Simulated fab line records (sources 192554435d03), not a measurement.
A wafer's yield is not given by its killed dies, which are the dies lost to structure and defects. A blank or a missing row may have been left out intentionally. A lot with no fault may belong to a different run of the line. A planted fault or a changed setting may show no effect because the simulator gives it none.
Which tool did it? :: flow n5 finfet :: 72 wafers sampled from 24 lots at 1 step of a route of 1938

== WHAT THE GAUGES READ, wafer by wafer ==
N5_BEOL_M5_OVL_MEAS_12. Usual: M5_OVL -0.1 nm, standard deviation 0.73.
lot: L074
measured: day 8 03:20
on: overlay-01
M5_OVL (nm): -1.1 -0.6 -0.6
flag: 

lot: L075
measured: day 8 10:53
on: overlay-02
M5_OVL (nm): -0.6 -0.1 -0.4
flag: 

lot: L076
measured: day 8 15:08
on: overlay-02
M5_OVL (nm): -0.3 0.4 1.0
flag: 

lot: L077
measured: day 8 22:44
on: overlay-02
M5_OVL (nm): -0.4 -0.5 -0.1
flag: 

lot: L078
measured: day 8 23:02
on: overlay-01
M5_OVL (nm): -0.3 0.2 -0.3
flag: 

lot: L079
measured: day 9 00:44
on: overlay-01
M5_OVL (nm): 1.3 0.5 0.3
flag: 

lot: L080
measured: day 9 18:14
on: overlay-01
M5_OVL (nm): -1.1 -0.3 -1.0
flag: 

lot: L081
measured: day 9 18:26
on: overlay-01
M5_OVL (nm): 0.2 1.2 0.6
flag: 

lot: L082
measured: day 10 01:48
on: overlay-01
M5_OVL (nm): -1.2 -1.1 -1.0
flag: 

lot: L083
measured: day 10 10:44
on: overlay-02
M5_OVL (nm): 0.2 1.1 1.3
flag: 

lot: L084
measured: day 10 17:02
on: overlay-01
M5_OVL (nm): -0.9 -2.0 -0.1
flag: 

lot: L086
measured: day 10 23:53
on: overlay-01
M5_OVL (nm): 0.0 -0.5 -0.2
flag: 

lot: L085
measured: day 11 00:03
on: overlay-01
M5_OVL (nm): 0.0 -0.7 0.6
flag: 

lot: L087
measured: day 11 08:13
on: overlay-01
M5_OVL (nm): -0.5 -0.6 0.4
flag: 

lot: L088
measured: day 11 08:26
on: overlay-02
M5_OVL (nm): -0.5 -0.5 -0.6
flag: 

lot: L089
measured: day 11 16:41
on: overlay-02
M5_OVL (nm): 0.1 0.1 0.5
flag: 

lot: L091
measured: day 12 06:50
on: overlay-01
M5_OVL (nm): -1.2 0.6 -0.5
flag: 

lot: L090
measured: day 12 12:46
on: overlay-02
M5_OVL (nm): -0.7 0.0 0.1
flag: 

lot: L092
measured: day 12 16:54
on: overlay-01
M5_OVL (nm): -0.2 0.3 -0.1
flag: 

lot: L093
measured: day 12 19:49
on: overlay-01
M5_OVL (nm): 0.9 -0.5 -0.2
flag: 

lot: L094
measured: day 12 23:13
on: overlay-02
M5_OVL (nm): 0.3 -0.5 -0.8
flag: 

lot: L096
measured: day 13 11:52
on: overlay-02
M5_OVL (nm): -1.2 -0.2 0.3
flag: 

lot: L095
measured: day 13 19:00
on: overlay-02
M5_OVL (nm): 0.7 0.7 -0.3
flag: 

lot: L097
measured: day 13 23:14
on: overlay-01
M5_OVL (nm): -0.6 0.1 -0.2
flag: 

== WHICH TOOL RAN EACH LOT (tool, then ch and the chambers of the sampled wafers, then the start) ==
The record holds no process step before these readings.

== WHAT THE TOOLS THEMSELVES READ (means of the sampled wafers that have a number; where no wafer has one, the mark that the record gives instead) ==
The record holds no such reading with a usual standard deviation.

== THE ANSWER, worked out from the rows above alone ==
Rule: a lot counts as off when the mean over its wafers that have a number is more than 3 standard deviations away from the usual mean. A lot without any number at a reading at which 4 lots or more have one is off too. The other lots that the step has rows for count as sound. After the gauges, taken in route order, come the tools' own readings; for these a lot's mean is taken, as printed above. At the first step where some lot is off, the reading lying furthest off is the one used; lots without a number count as furthest.
No lot is off on any of the readings shown, so nothing can be concluded from this.

== WHAT WAS PUT IN BY THE SIMULATOR ==
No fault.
